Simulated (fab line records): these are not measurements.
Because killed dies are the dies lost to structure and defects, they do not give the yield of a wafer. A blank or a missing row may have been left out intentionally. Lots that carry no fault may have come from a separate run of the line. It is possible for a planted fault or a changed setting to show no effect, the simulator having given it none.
fab line records	flow nandHarc
[record] lots = 6	wafers = 18	lastDay = 24
route steps=1159 shown A_CONTACT@948 END@1159
lots that met no fault: taken from a fault-free run of the same line
startH: start of the lot's first displayed wafer, in hours after the record's first day	waitH: hours since the lot's step before	" the same as in the row above	L1.1+2: a row that stands for several wafers	- either no value or no given start	* or withheld: withheld	< > ~ a bound
route shown NAME@n: NAME is a module with steps in the file, n the number in the route of the first one	usual: mean/standard deviation taken from wafers without a fault	same: alike in all rows	chamber/n: place in a boat	sites: the reading at each site	_std_site: standard deviation of those values	_edge_site: the outer-site mean with the inner-site mean subtracted	radiusMm: how far each site lies from the wafer's centre	mask NAME#n: copy n	behind: the tool/chamber that last shaped the wafer	hold: reason for holding the lot/hours on hold/outcome of the hold	device: the transistor (n, p or np) that didn't switch	end of line: tests of these same wafers at the route's end	a step with no rows: only its recipe	killed: dies lost to structure and defects at the first sort, not the wafer's yield	map: shows each die of a wafer: x if killed, . if not, _ if none is there
set.NAME: the setting as run; set.NAME@STEP: as run at that earlier step	model.NAME: the simulator's own value behind a step, which no gauge read
certain route steps with their lots: each step a table, each wafer a row
services: the hour from which a tool's chamber was out of use, counted from the record's first day as startH (under 0 if before that day), plus the number of hours and why
[[steps]]
[step NHARC_A_CONTACT_ETCH_139]
[recipe] sourceW = withheld	pressureMtorr = 20	biasV = 400	timeS = 137	targetDepthA = 5900	arFlowSccm = withheld	c4f8FlowSccm = 11.5	o2FlowSccm = 7.2	chemistry = C4F8/O2/Ar
lot.wafer	tool	chamber	startH	waitH	rfHoursCounterH
L716.2	harCapEtch-02	0	437.05	0.1	22
L716.1	"	1	"	"	22
L716.6	"	1	"	"	-
L720.2	harCapEtch-02	1	454.13	0.1	25
L720.1	"	0	"	"	25
L720.4	"	1	"	"	-
L722.2	harCapEtch-01	1	456.41	0.1	70
L722.1	"	0	"	"	70
L722.4	"	0	"	"	-
L724.2	harCapEtch-02	0	479.09	0.1	28
L724.3	"	0	"	"	-
L724.6	"	0	"	"	-
L728.4	harCapEtch-02	1	498.32	0.1	-
L728.3	"	0	"	"	-
L728.5	"	1	"	"	-
L732.2	harCapEtch-03	1	522.57	0.1	108
L732.1	"	0	"	"	108
L732.6	"	1	"	"	-
[step NHARC_A_CONTACT_ETCH_92]
[recipe] targetDepthA = 400	overEtchFrac = 0.5	timeS = 85.7	ionEnergyEv = 120	ch3fFlowSccm = 50	o2FlowSccm = 30	arFlowSccm = 200	rfW = 500	biasW = 100	chemistry = CH3F/O2
[usual] drypumpMotorCurrentA = 5.6/0.39	mfcArSccm = 200.1/0.63	oesProductAu = 0.94/0.03	rfVppV = 243.8/1.6	showerheadPlenumPTorr = 2.42/0.095	throttleValvePct = 20.662/0.0082
lot.wafer	tool	chamber	startH	waitH	drypumpMotorCurrentA	mfcArSccm	oesProductAu	rfHoursCounterH	rfVppV	showerheadPlenumPTorr	throttleValvePct
L716.2	rieDiel-04	3	437.47	0.4	5.6	199.2	0.91	53	244.8	2.46	20.669
L716.1	"	0	"	"	5.0	199.9	0.92	54	245.2	2.56	20.662
L716.6	"	2	"	"	5.4	200.3	0.94	-	243.0	2.39	20.655
L720.1	rieDiel-03	0	454.53	0.3	5.1	200.7	0.94	11	243.7	2.40	20.674
L720.2	"	1	"	"	5.4	199.6	0.93	11	244.6	2.51	20.669
L720.4	"	3	"	"	5.7	199.3	0.91	12	242.7	2.33	20.654
L722.2	rieDiel-03	3	456.84	0.4	5.8	200.7	0.89	12	242.4	2.33	20.662
L722.1	"	0	"	"	5.1	199.7	0.92	12	243.0	2.40	20.666
L722.4	"	1	"	"	5.4	199.7	0.92	12	245.2	2.51	20.650
L724.2	rieDiel-03	1	479.49	0.4	5.4	199.3	0.92	16	244.9	2.51	20.650
L724.3	"	2	"	"	6.2	199.4	0.95	16	241.7	2.28	20.662
L724.6	"	1	"	"	5.4	200.5	0.93	-	243.5	2.51	20.665
L728.3	rieDiel-03	0	498.68	0.3	5.1	201.1	0.93	20	243.8	2.39	20.668
L728.4	"	1	"	"	5.4	200.5	0.92	20	245.9	2.51	20.675
L728.5	"	3	"	"	5.8	199.9	0.91	-	243.2	2.32	20.669
L732.2	rieDiel-03	2	523.01	0.4	6.2	201.0	0.94	25	242.7	2.28	20.660
L732.1	"	3	"	"	5.8	200.5	0.93	24	242.0	2.32	20.669
L732.6	"	0	"	"	5.1	199.7	0.93	-	244.0	2.39	20.680
[step NHARC_A_CONTACT_ETCH_98]
[recipe] targetDepthA = 200	overEtchFrac = 0.5	timeS = 10	ionEnergyEv = 250	c4f6FlowSccm = 25	o2FlowSccm = 20	arFlowSccm = 500	rfW = 600	biasW = 500	chemistry = C4F6/O2
[usual] drypumpMotorCurrentA = 5.5/0.39	mfcArSccm = 500.0/1.6	oesProductAu = 0.956/0.024	rfVppV = 546/3.1	showerheadPlenumPTorr = 3.87/0.14	throttleValvePct = 26.903/0.0092
lot.wafer	tool	chamber	startH	waitH	drypumpMotorCurrentA	mfcArSccm	oesProductAu	rfHoursCounterH	rfVppV	showerheadPlenumPTorr	throttleValvePct
L716.1	rieDiel-04	3	-	-	5.6	501.7	0.934	53	547	3.93	26.885
L716.2	"	2	"	"	5.4	501.5	0.964	55	544	3.82	26.899
L716.6	"	3	"	"	5.6	500.8	0.941	-	547	3.93	26.904
L720.4	rieDiel-03	0	-	-	5.1	500.3	0.954	11	545	3.83	26.898
L720.2	"	1	"	"	5.4	502.0	0.940	11	550	4.00	26.905
L720.1	"	2	"	"	6.2	500.4	0.962	12	541	3.66	26.895
L722.1	rieDiel-03	2	-	-	6.2	502.4	0.956	12	540	3.66	26.898
L722.4	"	3	"	"	5.8	501.1	0.917	12	544	3.73	26.896
L722.2	"	0	"	"	5.1	498.9	0.941	12	544	3.83	26.887
L724.2	rieDiel-03	0	-	-	5.2	501.6	0.933	16	546	3.83	26.907
L724.3	"	2	"	"	6.2	498.1	0.969	16	541	3.66	26.916
L724.6	"	1	"	"	5.4	500.1	0.945	-	549	4.00	26.902
L728.4	rieDiel-03	1	-	-	5.4	498.4	0.937	20	547	3.99	26.898
L728.3	"	2	"	"	6.2	498.6	0.962	20	541	3.65	26.901
L728.5	"	3	"	"	5.7	499.7	0.943	-	541	3.72	26.906
L732.2	rieDiel-03	3	-	-	5.8	503.7	0.932	24	542	3.72	26.908
L732.1	"	2	"	"	6.2	502.9	0.954	25	541	3.65	26.904
L732.6	"	3	"	"	5.8	502.1	0.940	-	544	3.72	26.903
[step NHARC_A_CONTACT_CD_MEAS_15]
[usual] cdNm = 90.1/0.61
lot.wafer	tool	chamber	startH	waitH	cdNm
L716.1	cdSem-02	-	437.67	-	90.6
L716.2	"	-	"	"	91.6
L716.6	"	-	"	"	89.7
L720.1	cdSem-03	-	454.75	-	90.4
L720.2	"	-	"	"	90.7
L720.4	"	-	"	"	90.4
L722.1	cdSem-03	-	457.04	-	89.6
L722.2	"	-	"	"	89.4
L722.4	"	-	"	"	90.3
L724.2	cdSem-02	-	479.71	-	89.7
L724.3	"	-	"	"	89.3
L724.6	"	-	"	"	90.0
L728.3	cdSem-01	-	498.87	-	90.0
L728.4	"	-	"	"	90.2
L728.5	"	-	"	"	89.9
L732.1	cdSem-02	-	523.20	-	91.1
L732.2	"	-	"	"	90.8
L732.6	"	-	"	"	90.1
[step NHARC_A_CONTACT_STRIP_107]
[recipe] n2FlowSccm = 150	h2FlowSccm = 150	arFlowSccm = 0	biasW = 0	chemistry = N2/H2
[step NHARC_A_CONTACT_STRIP_108]
[recipe] cf4FlowSccm = 100	chf3FlowSccm = 30	arFlowSccm = 0	biasW = 0	chemistry = CF4/CHF3
[step NHARC_A_CONTACT_STRIP_109]
[recipe] o2FlowSccm = 400	cosFlowSccm = 20	arFlowSccm = 0	biasW = 0	chemistry = O2/COS
[step NHARC_A_CONTACT_ETCH_110]
[recipe] targetDepthA = 500	overetchA = 50	timeS = 27.5	ionEnergyEv = 100	cf4FlowSccm = 80	o2FlowSccm = 20	arFlowSccm = 0	rfW = 300	biasW = 100	chemistry = CF4/O2
[usual] drypumpMotorCurrentA = 5.5/0.4	mfcArSccm = 0.011/0.013	oesProductAu = 0.996/0.015	rfVppV = 197.5/1.2	showerheadPlenumPTorr = 1.32/0.051	throttleValvePct = 13.397/0.011
lot.wafer	tool	chamber	startH	waitH	drypumpMotorCurrentA	mfcArSccm	oesProductAu	rfHoursCounterH	rfVppV	showerheadPlenumPTorr	throttleValvePct
L716.2	rieDiel-03	1	437.99	0.1	5.4	0	0.985	8	198.2	1.36	13.387
L716.1	"	2	"	"	6.2	0.030	1.018	8	196.7	1.24	13.394
L716.6	"	0	"	"	5.1	0	1.002	-	196.3	1.30	13.406
L720.4	rieDiel-04	1	455.11	0.1	6.0	0.026	1.009	64	197.3	1.34	13.402
L720.1	"	2	"	"	5.4	0.027	1.000	62	195.0	1.30	13.397
L720.2	"	3	"	"	5.6	0	0.989	60	197.3	1.34	13.408
L722.4	rieDiel-03	0	457.34	0.1	5.1	0	0.994	12	197.0	1.30	13.419
L722.2	"	1	"	"	5.4	0	0.988	12	198.8	1.36	13.399
L722.1	"	2	"	"	6.2	0.030	1.006	12	196.0	1.24	13.401
L724.2	rieDiel-03	0	480.34	0.1	5.1	0	0.980	17	197.4	1.30	13.389
L724.3	"	1	"	"	5.4	0	0.976	16	198.2	1.36	13.402
L724.6	"	1	"	"	5.4	0	0.983	-	198.9	1.36	13.389
L728.3	rieDiel-03	0	499.92	0.3	5.1	0	1.005	20	197.5	1.30	13.414
L728.4	"	1	"	"	5.4	0	0.994	20	198.2	1.36	13.409
L728.5	"	0	"	"	5.1	0	0.997	-	198.5	1.30	13.384
L732.2	rieDiel-03	3	523.50	0.1	5.8	0	0.985	24	196.9	1.26	13.394
L732.1	"	0	"	"	5.1	0	1.001	25	198.3	1.30	13.383
L732.6	"	2	"	"	6.2	0.030	1.018	-	195.8	1.24	13.395
[step NHARC_A_CONTACT_STRIP_26]
[recipe] o2FlowSccm = 500	arFlowSccm = 0	biasW = 0	chemistry = O2
[step NHARC_A_CONTACT_STRIP_27]
[recipe] timeS = 600	tempC = 30	chemistry = postEtchResidueRemover
[step NHARC_A_CONTACT_ALD_18]
[recipe] targetThkA = 30	pulseTimeS = 1	aldCycles = 150	tempC = 450	material = TiN
[usual] heaterPowerW = 1047/110	precursorPulseHeightRel = 1.003/0.02
lot.wafer	tool	chamber	startH	waitH	heaterPowerW	precursorPulseHeightRel
L716.1	aldMetal-02	0	438.62	-	912	1.007
L716.2	"	3	"	"	981	0.999
L716.6	"	0	"	"	900	1.018
L720.2	aldMetal-01	3	455.76	-	1022	0.980
L720.1	"	1	"	"	1085	0.977
L720.4	"	2	"	"	1084	0.995
L722.2	aldMetal-03	1	458.01	-	944	1.007
L722.4	"	2	"	"	958	0.981
L722.1	"	3	"	"	1057	1.022
L724.3	aldMetal-01	0	481.00	-	1014	1.013
L724.2	"	3	"	"	1020	0.999
L724.6	"	0	"	"	1013	1.033
L728.4	aldMetal-01	1	500.85	-	987	1.004
L728.3	"	2	"	"	1161	0.979
L728.5	"	1	"	"	1004	1.003
L732.2	aldMetal-01	1	524.62	-	995	1.016
L732.1	"	0	"	"	1036	1.004
L732.6	"	2	"	"	1145	1.045
[step NHARC_A_CONTACT_CVD_19]
[recipe] targetThkA = 3000	tempC = 300	pressureTorr = 40	wf6FlowSccm = 40	h2FlowSccm = 1600	arFlowSccm = 1560	timeS = 802	material = W
[step NHARC_A_CONTACT_CMP_20]
[recipe] tOverpolishS = 30	targetThkNm = 300
[usual] motorCurrentA = 12.3/1	overpolishRunS = 30.000/0.0089	timeToEndpointS = 59/3.2
lot.wafer	tool	chamber	startH	waitH	motorCurrentA	overpolishRunS	timeToEndpointS
L716.1	cmp-03	2	442.21	0.7	12.4	30.005	61
L716.2	"	0	"	"	12.2	29.999	60
L716.6	"	2	"	"	12.4	30.003	60
L720.1	cmp-04	1	459.28	0.7	13.1	29.999	55
L720.2	"	2	"	"	11.1	29.999	60
L720.4	"	3	"	"	13.1	30.000	62
L722.4	cmp-04	0	467.91	0.5	12.9	0.047	117
L722.2	"	2	"	"	11.6	0.039	117
L722.1	"	3	"	"	12.7	0.045	118
L724.3	cmp-03	2	483.57	0.4	12.6	29.990	61
L724.2	"	0	"	"	12.2	29.997	60
L724.6	"	3	"	"	13.3	30.012	62
L728.4	cmp-04	1	502.81	0.4	13.5	0.039	117
L728.3	"	2	"	"	11.5	0.051	117
L728.5	"	2	"	"	12.0	0.045	116
L732.2	cmp-01	2	531.09	0.8	10.2	30.014	60
L732.1	"	3	"	"	12.3	29.994	64
L732.6	"	0	"	"	11.1	30.005	58
[step NHARC_A_CONTACT_SRD_22]
[step NHARC_A_CONTACT_INSPECT_23]
[usual] rawDefectCount = 404/100
lot.wafer	tool	chamber	startH	waitH	rawDefectCount
L716.1	defectInspect-02	-	442.58	0.1	366
L716.2	"	-	"	"	232
L716.6	"	-	"	"	332
L720.1	defectInspect-01	-	459.69	0.1	745
L720.2	"	-	"	"	504
L720.4	"	-	"	"	702
L722.1	defectInspect-01	-	468.32	0.1	2772
L722.2	"	-	"	"	2568
L722.4	"	-	"	"	2527
L724.2	defectInspect-01	-	483.97	0.1	502
L724.3	"	-	"	"	514
L724.6	"	-	"	"	439
L728.3	defectInspect-02	-	503.21	0.1	2205
L728.4	"	-	"	"	2569
L728.5	"	-	"	"	2067
L732.1	defectInspect-01	-	531.44	0.1	388
L732.2	"	-	"	"	401
L732.6	"	-	"	"	352
[step NHARC_END_SORT_01]
[recipe] tempC = 25
[usual] killedAtArray = 31/11	killedAtOther = 0.5/0.78	killedAtPeriphery = 3.0/2	killedDies = 34/12	killedOpen = 3.2/2	killedShort = 1.9/1.6
[same] grossDies = 677
lot.wafer	tool	chamber	startH	waitH	killedAtArray	killedAtOther	killedAtPeriphery	killedDies	killedOpen	killedShort
L716.1	prober-01	0	489.45	2.5	41	0	1	42	3	0
L716.2	prober-01	0	490.27	2.8	40	5	0	45	2	2
L716.6	prober-01	0	493.54	4.1	35	1	2	38	3	2
L720.1	prober-02	0	510.06	2.5	41	0	3	44	4	3
L720.2	prober-02	0	510.87	2.8	50	0	3	53	6	6
L720.4	prober-02	0	512.47	3.4	54	0	1	55	5	2
L722.1	prober-01	0	517.79	2.5	673	1	3	677	4	1
L722.2	prober-01	0	518.60	2.8	674	1	2	677	1	0
L722.4	prober-01	0	520.21	3.4	586	0	6	592	2	4
L728.3	prober-01	0	558.08	3.1	673	0	2	675	6	0
L728.4	prober-01	0	558.87	3.4	674	0	3	677	6	1
L728.5	prober-01	0	559.66	3.7	562	1	3	566	8	2
L732.1	prober-01	0	577.90	2.5	15	0	2	17	4	0
L732.2	prober-01	0	578.70	2.8	15	0	3	18	4	2
L732.6	prober-01	0	581.89	4.0	17	0	1	18	2	2
// killed by level:class
L716.1 A_SLIT:chamberFilmFlake=17 A_CHANNEL_HOLE_D1:chamberFilmFlake=13 A_STAIRCASE:chamberFilmFlake=4 A_CONTACT:chamberFilmFlake=3 A_ONON_D1:geometricParticle:open=1 A_WL_FILL:geometricParticle:open=1 A_M1:geometricParticle:open=1 P_GATE:chamberFilmFlake=1
L716.2 A_CHANNEL_HOLE_D1:chamberFilmFlake=14 A_SLIT:chamberFilmFlake=14 THIN_TSV:chamberFilmFlake=4 A_STAIRCASE:chamberFilmFlake=3 A_WL_FILL:chamberFilmFlake=2 A_CHANNEL_FILL_D1:chamberFilmFlake=2 A_CONTACT:chamberFilmFlake=2 A_ONON_D1:geometricParticle:short=1
L716.6 A_SLIT:chamberFilmFlake=15 A_CHANNEL_HOLE_D1:chamberFilmFlake=11 A_STAIRCASE:chamberFilmFlake=5 A_CONTACT:chamberFilmFlake=2 P_CONTACT:geometricParticle:open=1 P_M2:geometricParticle:open=1 A_CHANNEL_FILL_D1:geometricParticle:short=1 A_WL_FILL:geometricParticle:short=1
L720.1 A_CHANNEL_HOLE_D1:chamberFilmFlake=14 A_SLIT:chamberFilmFlake=14 A_STAIRCASE:chamberFilmFlake=7 P_GATE:geometricParticle:open=1 P_CONTACT:geometricParticle:open=1 P_M0:geometricParticle:open=1 A_CHANNEL_HOLE_D1:geometricParticle:short=1 A_SGD_CUT:geometricParticle:short=1
L720.2 A_CHANNEL_HOLE_D1:chamberFilmFlake=15 A_SLIT:chamberFilmFlake=14 A_STAIRCASE:chamberFilmFlake=7 A_ONON_D1:geometricParticle:short=4 A_CHANNEL_FILL_D1:geometricParticle:open=2 A_CHANNEL_FILL_D1:chamberFilmFlake=2 P_CONTACT:geometricParticle:open=1 P_M0:geometricParticle:open=1
L720.4 A_SLIT:chamberFilmFlake=19 A_CHANNEL_HOLE_D1:chamberFilmFlake=17 A_STAIRCASE:chamberFilmFlake=9 A_M0:geometricParticle:open=2 A_CONTACT:chamberFilmFlake=2 P_M1:geometricParticle:open=1 A_SOURCE_PLATE:geometricParticle:short=1 A_CHANNEL_FILL_D1:geometricParticle:short=1
L722.1 A_CONTACT:areaCmp=647 A_SLIT:chamberFilmFlake=14 A_CHANNEL_HOLE_D1:chamberFilmFlake=6 P_STI:chamberFilmFlake=2 A_CONTACT:chamberFilmFlake=2 P_CONTACT:geometricParticle:open=1 A_WL_FILL:geometricParticle:open=1 A_BLC:geometricParticle:open=1
L722.2 A_CONTACT:areaCmp=655 A_SLIT:chamberFilmFlake=15 A_CHANNEL_HOLE_D1:chamberFilmFlake=3 A_ONON_D1:geometricParticle:open=1 P_ZERO_WELL:chamberFilmFlake=1 P_STI:chamberFilmFlake=1 THIN_TSV:chamberFilmFlake=1
L722.4 A_CONTACT:areaCmp=558 A_SLIT:chamberFilmFlake=13 A_CHANNEL_HOLE_D1:chamberFilmFlake=8 A_CONTACT:chamberFilmFlake=3 P_STI:chamberFilmFlake=2 P_M0:geometricParticle:open=1 P_M0:geometricParticle:short=1 A_SOURCE_PLATE:geometricParticle:short=1
L728.3 A_CONTACT:areaCmp=657 A_CHANNEL_HOLE_D1:chamberFilmFlake=5 A_SGD_CUT:chamberFilmFlake=4 A_ONON_D1:geometricParticle:open=2 P_M0:geometricParticle:open=1 A_SGD_CUT:geometricParticle:open=1 A_M0:geometricParticle:open=1 A_M1:geometricParticle:open=1
L728.4 A_CONTACT:areaCmp=660 A_SGD_CUT:chamberFilmFlake=4 A_CONTACT:chamberFilmFlake=3 P_CONTACT:geometricParticle:open=2 A_CHANNEL_HOLE_D1:chamberFilmFlake=2 P_GATE:geometricParticle:short=1 A_ONON_D1:geometricParticle:open=1 A_CHANNEL_FILL_D1:geometricParticle:open=1
L728.5 A_CONTACT:areaCmp=535 A_CHANNEL_HOLE_D1:chamberFilmFlake=9 A_CONTACT:geometricParticle:open=3 A_SGD_CUT:chamberFilmFlake=3 A_WL_FILL:chamberFilmFlake=3 A_CONTACT:chamberFilmFlake=2 P_CONTACT:geometricParticle:open=1 P_M2:geometricParticle:short=1
L732.1 A_CHANNEL_HOLE_D1:chamberFilmFlake=9 A_CONTACT:chamberFilmFlake=4 P_STI:geometricParticle:open=1 P_CONTACT:geometricParticle:open=1 A_CHANNEL_FILL_D1:geometricParticle:open=1 A_CONTACT:geometricParticle:open=1
L732.2 A_CHANNEL_HOLE_D1:chamberFilmFlake=4 A_CONTACT:chamberFilmFlake=3 P_M0:geometricParticle:open=2 A_ONON_D1:geometricParticle:short=2 A_WL_FILL:geometricParticle:open=1 A_CONTACT:geometricParticle:open=1 P_CONTACT:chamberFilmFlake=1 A_ZERO_WELL:chamberFilmFlake=1
L732.6 A_CHANNEL_HOLE_D1:chamberFilmFlake=6 A_CONTACT:chamberFilmFlake=4 A_WL_FILL:chamberFilmFlake=2 P_M0:geometricParticle:open=1 A_WL_FILL:geometricParticle:open=1 A_WL_FILL:geometricParticle:short=1 A_M1:geometricParticle:short=1 A_CHANNEL_FILL_D1:chamberFilmFlake=1
// map L722.1 (x killed, . not)
____________x____________
_________xxxxxxx_________
_______xxxxxxxxxxx_______
______xxxxxxxxxxxxx______
_____xxxxxxxxxxxxxxx_____
____xxxxxxxxxxxxxxxxx____
____xxxxxxxxxxxxxxxxx____
___xxxxxxxxxxxxxxxxxxx___
___xxxxxxxxxxxxxxxxxxx___
__xxxxxxxxxxxxxxxxxxxxx__
__xxxxxxxxxxxxxxxxxxxxx__
_xxxxxxxxxxxxxxxxxxxxxxx_
_xxxxxxxxxxxxxxxxxxxxxxx_
_xxxxxxxxxxxxxxxxxxxxxxx_
_xxxxxxxxxxxxxxxxxxxxxxx_
_xxxxxxxxxxxxxxxxxxxxxxx_
xxxxxxxxxxxxxxxxxxxxxxxxx
xxxxxxxxxxxxxxxxxxxxxxxxx
xxxxxxxxxxxxxxxxxxxxxxxxx
xxxxxxxxxxxxxxxxxxxxxxxxx
xxxxxxxxxxxxxxxxxxxxxxxxx
_xxxxxxxxxxxxxxxxxxxxxxx_
_xxxxxxxxxxxxxxxxxxxxxxx_
_xxxxxxxxxxxxxxxxxxxxxxx_
_xxxxxxxxxxxxxxxxxxxxxxx_
_xxxxxxxxxxxxxxxxxxxxxxx_
__xxxxxxxxxxxxxxxxxxxxx__
__xxxxxxxxxxxxxxxxxxxxx__
___xxxxxxxxxxxxxxxxxxx___
___xxxxxxxxxxxxxxxxxxx___
____xxxxxxxxxxxxxxxxx____
____xxxxxxxxxxxxxxxxx____
_____xxxxxxxxxxxxxxx_____
______xxxxxxxxxxxxx______
_______xxxxxxxxxxx_______
_________xxxxxxx_________
____________x____________
// map L728.4 (x killed, . not)
____________x____________
_________xxxxxxx_________
_______xxxxxxxxxxx_______
______xxxxxxxxxxxxx______
_____xxxxxxxxxxxxxxx_____
____xxxxxxxxxxxxxxxxx____
____xxxxxxxxxxxxxxxxx____
___xxxxxxxxxxxxxxxxxxx___
___xxxxxxxxxxxxxxxxxxx___
__xxxxxxxxxxxxxxxxxxxxx__
__xxxxxxxxxxxxxxxxxxxxx__
_xxxxxxxxxxxxxxxxxxxxxxx_
_xxxxxxxxxxxxxxxxxxxxxxx_
_xxxxxxxxxxxxxxxxxxxxxxx_
_xxxxxxxxxxxxxxxxxxxxxxx_
_xxxxxxxxxxxxxxxxxxxxxxx_
xxxxxxxxxxxxxxxxxxxxxxxxx
xxxxxxxxxxxxxxxxxxxxxxxxx
xxxxxxxxxxxxxxxxxxxxxxxxx
xxxxxxxxxxxxxxxxxxxxxxxxx
xxxxxxxxxxxxxxxxxxxxxxxxx
_xxxxxxxxxxxxxxxxxxxxxxx_
_xxxxxxxxxxxxxxxxxxxxxxx_
_xxxxxxxxxxxxxxxxxxxxxxx_
_xxxxxxxxxxxxxxxxxxxxxxx_
_xxxxxxxxxxxxxxxxxxxxxxx_
__xxxxxxxxxxxxxxxxxxxxx__
__xxxxxxxxxxxxxxxxxxxxx__
___xxxxxxxxxxxxxxxxxxx___
___xxxxxxxxxxxxxxxxxxx___
____xxxxxxxxxxxxxxxxx____
____xxxxxxxxxxxxxxxxx____
_____xxxxxxxxxxxxxxx_____
______xxxxxxxxxxxxx______
_______xxxxxxxxxxx_______
_________xxxxxxx_________
____________x____________
[[services]]
tool	chamber	startH	hours	kind
rieDiel-03	0	425.99	-	clean
rieDiel-03	1	425.99	-	clean
rieDiel-03	2	425.99	-	clean
rieDiel-03	3	425.99	-	clean
aldMetal-01	-	434.64	0.7	repair
cmp-01	-	437.60	5.6	repair
cmp-03	-	443.60	0.5	repair
aldMetal-03	-	450.49	1.7	repair
rieDiel-03	0	450.49	-	clean
rieDiel-03	1	450.49	-	clean
rieDiel-03	2	450.49	-	clean
aldMetal-01	2	457.55	30.6	repair
aldMetal-01	-	458.00	10.0	pm
cmp-03	-	465.08	2.7	repair
rieDiel-04	-	465.97	9.0	pm
aldMetal-03	3	469.91	4.4	repair
cmp-01	-	473.52	4.0	pm
cmp-04	-	478.00	1.6	repair
cmp-01	-	481.02	2.6	repair
rieDiel-03	3	487.55	4.3	repair
cmp-04	-	498.15	4.0	pm
aldMetal-03	-	500.06	10.0	pm
cmp-03	-	503.59	4.0	pm
rieDiel-04	-	525.98	23.4	repair
[[key]]
[firstSign] step = NHARC_A_CONTACT_CMP_20	reading = overpolishRunS	direction = down	sigmas = 99+	usual = 30.000	struck = 0.044
[effect] step = NHARC_A_CONTACT_CMP_20	reading = timeToEndpointS	direction = up	sigmas = 18	usual = *	struck = *
[effect] step = NHARC_A_CONTACT_INSPECT_23	reading = rawDefectCount	direction = up	sigmas = 20	usual = 404	struck = 2451
[effect] step = NHARC_END_SORT_01	reading = killedAtArray	direction = up	sigmas = 55	usual = 31	struck = 640
[moreKillsBornAt] NHARC_A_CONTACT_CMP_20@cmp-04 = 3712
metAt NHARC_A_CONTACT_CMP_20
struckWafers L722.1,L722.2,L722.4,L728.3,L728.4,L728.5
laterRowsLeftOut L722.1,L722.2,L722.4,L728.3,L728.4,L728.5
testerLeftOut L722,L728
onsetBetween 459.28 467.91
[fault] kind = processParameterDrift	tool = cmp-04	chamber = -	onsetH = 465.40	steps = NHARC_A_CONTACT_CMP_20	channel = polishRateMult	offset = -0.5	shape = step	endH = 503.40
// testerLeftOut: of these lots the tester's yield and bins aren't shown, on N5 and GAA mostly nor the transistor test; their killed dies are dies lost to structure and defects alone, not to doping, threshold or leakage, so they don't give the yield
// laterRowsLeftOut: the simulator's readings of these wafers behind a module that went badly wrong aren't trusted and aren't shown, but for the sort
